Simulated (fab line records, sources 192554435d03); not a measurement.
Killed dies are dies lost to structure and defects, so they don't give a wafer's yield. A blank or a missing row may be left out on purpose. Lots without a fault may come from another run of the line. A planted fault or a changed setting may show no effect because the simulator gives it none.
Chamber matching | flow n5_finfet | N5_BEOL_M6_ETCH_62 on rie_diel-06: 4 sister chambers
The step etches SOC in N2/H2, target depth 110 nm, overetch 22 nm, time 165 s. 14 wafers are shown with their chamber, then 7 later ones without.

WAFERS WITH THEIR CHAMBER
wafer  | chamber | showerhead_plenum_p_Torr (Torr) | throttle_valve_pct (%) | oes_product_au (a.u.)
L080.1 | 1       | 2.49                            | 17.63                  | 0.80
L080.3 | 3       | 2.44                            | 18.12                  | 0.62
L080.5 | 0       | 2.61                            | 18.12                  | 0.59
L083.2 | 3       | 2.43                            | 18.10                  | 0.62
L083.4 | 0       | 2.61                            | 18.13                  | 0.60
L083.6 | 1       | 2.49                            | 17.63                  | 0.79
L088.2 | 3       | 2.43                            | 18.14                  | 0.62
L088.3 | 2       | 2.61                            | 17.94                  | 0.58
L088.4 | 0       | 2.60                            | 18.13                  | 0.59
L086.1 | 3       | 2.43                            | 18.13                  | 0.62
L086.3 | 2       | 2.61                            | 17.95                  | 0.57
L086.5 | 0       | 2.60                            | 18.15                  | 0.59
L091.2 | 0       | 2.60                            | 18.15                  | 0.58
L091.5 | 3       | 2.43                            | 18.17                  | 0.61

SIGNATURES (means of the wafers above)
reading                  | chamber 0 | chamber 1 | chamber 2 | chamber 3 | scatter within a chamber
showerhead_plenum_p_Torr | 2.6040    | 2.4900    | 2.6100    | 2.4320    | 0.00447
throttle_valve_pct       | 18.1360   | 17.6300   | 17.9450   | 18.1320   | 0.0186
oes_product_au           | 0.5900    | 0.7950    | 0.5750    | 0.6180    | 0.00616
Rule: a wafer's distance from a chamber is the root of the sum, over the readings, of the square of ((its reading less the chamber's mean) divided by the reading's scatter). The wafer belongs to the nearest chamber; if the next one is less than 2 further off, it can't be placed. The scatter: the root of (the sum of the squares of (reading less its chamber's mean) over the shown wafers, divided by (wafers less chambers)).

WAFERS WITHOUT THEIR CHAMBER
wafer  | showerhead_plenum_p_Torr (Torr) | throttle_valve_pct (%) | oes_product_au (a.u.)
L091.6 | 2.61                            | 17.97                  | 0.57
L093.2 | 2.43                            | 18.15                  | 0.61
L093.3 | 2.48                            | 17.68                  | 0.75
L093.4 | 2.60                            | 18.15                  | 0.58
L094.3 | 2.60                            | 17.98                  | 0.57
L094.5 | 2.42                            | 18.17                  | 0.60
L094.6 | 2.47                            | 17.69                  | 0.73

WHICH CHAMBER EACH WENT THROUGH
wafer  | from the rows above | in truth
L091.6 | 2                   | 2
L093.2 | 3                   | 3
L093.3 | 1                   | 1
L093.4 | 0                   | 0
L094.3 | 2                   | 2
L094.5 | 3                   | 3
L094.6 | 1                   | 1
Placed correctly: 7 of 7. Can't be placed from these rows: 0. Placed wrongly: 0.
